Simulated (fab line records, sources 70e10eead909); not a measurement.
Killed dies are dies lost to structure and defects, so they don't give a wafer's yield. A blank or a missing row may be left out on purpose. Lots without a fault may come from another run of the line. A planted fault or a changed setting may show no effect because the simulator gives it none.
Chamber matching | flow nand_harc | NHARC_A_STAIRCASE_DEP_301 on pecvd-01: 3 sister chambers
The step deposits SiON, target thk 30 nm. 3 wafers are shown with their chamber, then 11 later ones without.

WAFERS WITH THEIR CHAMBER
wafer  | chamber | heater_power_w (W)
L085.3 | 0       | 615
L087.5 | 1       | 698
L088.2 | 2       | 978

WAFERS WITHOUT THEIR CHAMBER
wafer  | heater_power_w (W)
L088.3 | 609
L088.4 | 711
L092.1 | 733
L092.2 | 611
L092.5 | 909
L094.2 | 567
L094.3 | 733
L094.4 | 948
L097.3 | 639
L097.5 | 800
L097.6 | 728

WHICH CHAMBER EACH WENT THROUGH
wafer  | from the rows above          | in truth
L088.3 | can't be placed: 0 or 1      | 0
L088.4 | can't be placed: 1 or 0      | 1
L092.1 | can't be placed: 1 or 0      | 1
L092.2 | can't be placed: 0 or 1      | 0
L092.5 | 2                            | 2
L094.2 | can't be placed: 0 or 1      | 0
L094.3 | can't be placed: 1 or 0      | 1
L094.4 | 2                            | 2
L097.3 | can't be placed: 0 or 1      | 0
L097.5 | can't be placed: 1 or 2 or 0 | 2
L097.6 | can't be placed: 1 or 0      | 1
Placed correctly: 2 of 11. Can't be placed from these rows: 9 (the true chamber is among the candidates in 9). Placed wrongly: 0.
How it was worked out, from the rows above alone: a wafer's distance from a chamber is the root of the sum, over the readings, of the square of ((its reading less the chamber's mean) divided by the reading's scatter). The wafer belongs to the nearest chamber; if the next one is less than 2 further off, it can't be placed. A chamber's mean is the mean of its shown wafers. The scatter: with one shown wafer a chamber, the root of the mean of the squares of how far each hidden wafer lies from its nearest shown one.
